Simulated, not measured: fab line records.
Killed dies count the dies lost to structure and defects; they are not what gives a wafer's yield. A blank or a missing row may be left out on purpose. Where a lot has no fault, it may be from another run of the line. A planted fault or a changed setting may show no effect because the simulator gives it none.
Chamber matching | flow nand-harc | 3 sister chambers for NHARC_A_CONTACT_DEP_29 on pecvd-02
The step deposits SiON, target thk 70 nm. 18 wafers are shown with their chamber, then 9 later ones without.

== WAFERS WITH THEIR CHAMBER ==
wafer  | chamber | heater-power-w (W) | rf-fwd-power-W (W) | chamber-pressure-Torr (Torr)
L078.3 | 2       | 791                | 347.0              | 3.510
L078.5 | 1       | 759                | 346.2              | 3.499
L078.6 | 0       | 890                | 349.6              | 3.499
L076.1 | 2       | 724                | 348.3              | 3.501
L076.4 | 2       | 718                | 347.4              | 3.497
L076.6 | 0       | 790                | 350.6              | 3.499
L077.3 | 2       | 768                | 347.7              | 3.491
L077.5 | 1       | 808                | 348.7              | 3.507
L077.6 | 0       | 874                | 348.4              | 3.505
L082.3 | 0       | 851                | 348.0              | 3.491
L082.4 | 0       | 860                | 349.0              | 3.500
L082.5 | 1       | 817                | 346.9              | 3.499
L088.1 | 1       | 789                | 349.8              | 3.509
L088.3 | 2       | 736                | 348.9              | 3.490
L088.5 | 1       | 798                | 348.8              | 3.501
L092.3 | 1       | 853                | 346.5              | 3.503
L092.5 | 0       | 869                | 349.7              | 3.497
L092.6 | 1       | 812                | 345.9              | 3.490

SIGNATURES (averages over the wafers above)
reading               | chamber 0 | chamber 1 | chamber 2 | scatter within a chamber
heater-power-w        | 855.67    | 805.14    | 747.40    | 31.5
rf-fwd-power-W        | 349.217   | 347.543   | 347.860   | 1.18
chamber-pressure-Torr | 3.49850   | 3.50114   | 3.49780   | 0.00634
Rule: a wafer lies at a distance from a chamber equal to the root of the sum of squares, over the readings, of (its reading less the chamber's mean, divided by the reading's scatter). If the next closest chamber is less than 2 further off than the closest, the wafer can't be placed; otherwise it belongs to the closest. The scatter is the square root of a quotient: the sum, over the shown wafers, of each reading's squared deviation from its chamber's mean, divided by wafers minus chambers.

== WAFERS WHOSE CHAMBER IS MISSING ==
wafer  | heater-power-w (W) | rf-fwd-power-W (W) | chamber-pressure-Torr (Torr)
L097.1 | 821                | 348.5              | 3.488
L097.5 | 890                | 349.7              | 3.492
L097.6 | 825                | 349.8              | 3.506
L095.1 | 783                | 347.9              | 3.491
L095.3 | 712                | 348.8              | 3.516
L095.5 | 791                | 348.4              | 3.500
L096.3 | 742                | 349.5              | 3.500
L096.5 | 740                | 349.2              | 3.491
L096.6 | 803                | 349.7              | 3.511

== THE CHAMBER EACH PASSED THROUGH ==
wafer  | from the rows above          | in truth
L097.1 | can't be placed: 0 or 1 or 2 | 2
L097.5 | 0                            | 0
L097.6 | can't be placed: 0 or 1 or 2 | 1
L095.1 | can't be placed: 2 or 1 or 0 | 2
L095.3 | can't be placed: 2 or 1      | 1
L095.5 | can't be placed: 1 or 2 or 0 | 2
L096.3 | can't be placed: 2 or 1      | 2
L096.5 | can't be placed: 2 or 1      | 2
L096.6 | can't be placed: 1 or 0 or 2 | 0
Correctly placed: 1 of 9. From these rows, 8 cannot be placed; in 8 the true chamber is one of the candidates. 0 placed wrongly.
